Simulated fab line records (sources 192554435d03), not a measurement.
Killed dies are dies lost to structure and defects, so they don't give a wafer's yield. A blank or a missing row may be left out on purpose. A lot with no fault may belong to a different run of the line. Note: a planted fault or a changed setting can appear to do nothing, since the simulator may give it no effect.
Chamber matching / flow n5 finfet / rie diel-06 running N5_FIN_SAQP_HM_OPEN_73: 4 sister chambers
The step chemistry CHF3/O2, target SiO2, stops on a-Si, target depth 12 nm, time 16.8 s. 4 wafers are shown with their chamber, then 7 later ones without.

== WAFERS, EACH WITH ITS CHAMBER ==
wafer=L079.6; chamber=3; showerhead plenum p Torr (Torr)=2.53
wafer=L081.3; chamber=1; showerhead plenum p Torr (Torr)=2.48
wafer=L087.1; chamber=2; showerhead plenum p Torr (Torr)=2.44
wafer=L087.2; chamber=0; showerhead plenum p Torr (Torr)=2.34

== WAFERS WITH NO CHAMBER GIVEN ==
wafer=L087.5; showerhead plenum p Torr (Torr)=2.44
wafer=L092.2; showerhead plenum p Torr (Torr)=2.47
wafer=L092.4; showerhead plenum p Torr (Torr)=2.52
wafer=L092.5; showerhead plenum p Torr (Torr)=2.52
wafer=L096.1; showerhead plenum p Torr (Torr)=2.47
wafer=L096.3; showerhead plenum p Torr (Torr)=2.51
wafer=L096.4; showerhead plenum p Torr (Torr)=2.47

== THE CHAMBER EACH PASSED THROUGH ==
wafer=L087.5; from the rows above=2; in truth=2
wafer=L092.2; from the rows above=can't be placed: 1 or 2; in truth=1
wafer=L092.4; from the rows above=3; in truth=3
wafer=L092.5; from the rows above=3; in truth=3
wafer=L096.1; from the rows above=can't be placed: 1 or 2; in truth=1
wafer=L096.3; from the rows above=can't be placed: 3 or 1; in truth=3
wafer=L096.4; from the rows above=can't be placed: 1 or 2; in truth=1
Placed correctly: 3 of 7. Not placeable from these rows: 4 (in 4, the candidates include the true chamber). Placed wrongly: 0.
How it was worked out, from the rows above alone: a wafer's distance from a chamber is the root of the sum, over the readings, of the square of ((its reading less the chamber's mean) divided by the reading's scatter). The wafer belongs to the nearest chamber; if the next one is less than 2 further off, it can't be placed. For every chamber, the mean is computed from those of its wafers that are shown. The scatter: with one shown wafer a chamber, the root of the mean of the squares of how far each hidden wafer lies from its nearest shown one.
